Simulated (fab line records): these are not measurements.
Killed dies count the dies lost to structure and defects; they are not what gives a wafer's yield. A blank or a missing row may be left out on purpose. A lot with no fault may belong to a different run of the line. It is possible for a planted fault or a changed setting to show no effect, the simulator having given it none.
Lot-split experiment -- flow n5Finfet -- 7 lots, 21 wafers read, on a route of 1938 steps

ON THE SPLIT
At N5_GATE_CUT_EXPOSE_10 (exposes mask GATE CUT, target cd 20 nm), the setting doseMj was moved away from the recipe's 43.25 on 8 of the 21 wafers read, by -7.2% to +5.2%. The other wafers ran this setting at the recipe's value.

FROM THE SPLIT TO THE READING: what the file shows between them, 2 steps
- N5_GATE_CUT_PEB_11: peb time 60 s
- N5_GATE_CUT_DEVELOP_12: develop time 30 s

THE READING
Shown in nm: cdNm at N5_GATE_CUT_CD_MEAS_13, with target cd 20 nm. Fault-free wafers of this fab line usually give 19.97 nm, standard deviation 0.23 nm.

wafer,"tool, chamber at the split",doseMj as run,against the recipe,"cdNm, nm",against lot-mates on the recipe
L076.1,"euvScanner-01, 0",43.25,recipe,20.06,-
L076.2,"euvScanner-01, 0",43.25,recipe,19.68,-
L076.5,"euvScanner-01, 0",43.25,recipe,19.77,-
L077.3,"euvScanner-02, 0",45.51,+5.2%,21.10,+1.28
L077.4,"euvScanner-02, 0",43.25,recipe,19.99,-
L077.6,"euvScanner-02, 0",43.25,recipe,19.66,-
L082.2,"euvScanner-02, 0",43.25,recipe,19.91,-
L082.4,"euvScanner-02, 0",44.91,+3.8%,20.81,+1.03
L082.5,"euvScanner-02, 0",43.25,recipe,19.65,-
L084.1,"euvScanner-01, 0",42.16,-2.5%,19.61,-0.25
L084.3,"euvScanner-01, 0",43.25,recipe,19.86,-
L084.4,"euvScanner-01, 0",42.16,-2.5%,19.28,-0.58
L085.1,"euvScanner-01, 0",40.13,-7.2%,18.09,-2.07
L085.4,"euvScanner-01, 0",43.25,recipe,20.16,-
L085.5,"euvScanner-01, 0",40.13,-7.2%,17.91,-2.25
L096.2,"euvScanner-01, 0",45.4,+5.0%,20.78,+0.74
L096.5,"euvScanner-01, 0",45.4,+5.0%,21.16,+1.12
L096.6,"euvScanner-01, 0",43.25,recipe,20.04,-
L097.1,"euvScanner-01, 0",43.25,recipe,20.08,-
L097.3,"euvScanner-01, 0",43.25,recipe,19.89,-
L097.4,"euvScanner-01, 0",43.25,recipe,20.48,-

FIT RESULTS
A straight line over all 21 wafers: cdNm changes by +0.241 nm for each +1% of doseMj; r = +0.96; the points scatter about the line by 0.22 nm.
The same after taking each lot's own level away (the mean of its wafers on the recipe; 21 wafers): +0.255 nm for each +1%; r = +0.97; scatter 0.23 nm.
That fit puts the effect of the largest move of doseMj on the reading at 1.8 nm.
From 19.780 to 20.160 nm: that is the span of the lots' own levels, equal to 1.7 times the standard deviation above.
The two slopes agree, so the slope changes little with the lot-to-lot level.
Check: for one of the wafers moved furthest among these (-7.2%), held out of the fit, the line's prediction against its lot-mates is -1.8 nm. Against them it came out at -2.07 nm.

THE WHOLE CHAIN: every reading that the file lists as answering this split, in the file's order
step,what it does,reading,change (the file's fit),r (the file's)
N5_GATE_CUT_CD_MEAS_13,target cd 20 nm,cdNm,+0.255 nm for each +1% of the setting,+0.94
N5_GATE_CUT_DESCUM_18,"chemistry O2, time 7 s","GATE_CUT.cdNm (the simulator's own value, which no gauge read)",+0.243 nm for each +1% of the setting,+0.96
N5_GATE_CUT_ETCH_36,"etches SiARC in CF4, target depth 13 nm, time 21.7 s","GATE_CUT.cdNm (the simulator's own value, which no gauge read)",+0.253 nm for each +1% of the setting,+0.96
N5_GATE_CUT_ETCH_37,"etches SOC in N2/H2, target depth 60 nm, overetch 12 nm, time 90 s","GATE_CUT.cdNm (the simulator's own value, which no gauge read)",+0.224 nm for each +1% of the setting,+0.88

THE FILE'S OWN FIT
cdNm changes by +0.255 nm for each +1% of doseMj, r = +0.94.
